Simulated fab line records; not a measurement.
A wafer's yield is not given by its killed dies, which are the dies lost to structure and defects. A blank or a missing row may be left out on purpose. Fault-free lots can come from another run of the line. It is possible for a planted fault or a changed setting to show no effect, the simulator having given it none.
Matching of chambers :: flow nand harc :: 4 sister chambers for NHARC_P_CONTACT_CMP_24 on cmp-01
The step polishes, t overpolish 30 s, target thk 200 nm. 4 wafers are shown with their chamber, then 8 later ones without.

EACH WAFER AND ITS CHAMBER
wafer: L080.5
chamber: 1
motor current A (A): 13.2

wafer: L089.4
chamber: 3
motor current A (A): 11.1

wafer: L089.6
chamber: 0
motor current A (A): 13.9

wafer: L092.4
chamber: 2
motor current A (A): 12.3

WAFERS WHOSE CHAMBER IS MISSING
wafer: L092.5
motor current A (A): 13.2

wafer: L092.6
motor current A (A): 14.1

wafer: L094.1
motor current A (A): 13.7

wafer: L094.2
motor current A (A): 10.9

wafer: L094.3
motor current A (A): 13.9

wafer: L097.2
motor current A (A): 13.6

wafer: L097.3
motor current A (A): 12.8

wafer: L097.5
motor current A (A): 10.8

THE CHAMBER EACH PASSED THROUGH
wafer: L092.5
from the rows above: 1
in truth: 1

wafer: L092.6
from the rows above: 0
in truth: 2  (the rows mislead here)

wafer: L094.1
from the rows above: can't be placed: 0 or 1
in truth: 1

wafer: L094.2
from the rows above: 3
in truth: 3

wafer: L094.3
from the rows above: 0
in truth: 0

wafer: L097.2
from the rows above: can't be placed: 0 or 1
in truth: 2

wafer: L097.3
from the rows above: can't be placed: 1 or 2
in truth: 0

wafer: L097.5
from the rows above: 3
in truth: 3
Correctly placed: 4 of 8. Not placeable from these rows: 3 (in 1, the candidates include the true chamber). Wrongly placed: 1.
How it was worked out, from the rows above alone: a wafer's distance from a chamber is the root of the sum, over the readings, of the square of ((its reading less the chamber's mean) divided by the reading's scatter). If the next closest chamber is less than 2 further off than the closest, the wafer can't be placed; otherwise it belongs to the closest. For every chamber, the mean is computed from those of its wafers that are shown. The scatter: root of mean squared gap, hidden wafer to nearest shown wafer, with one shown wafer a chamber.
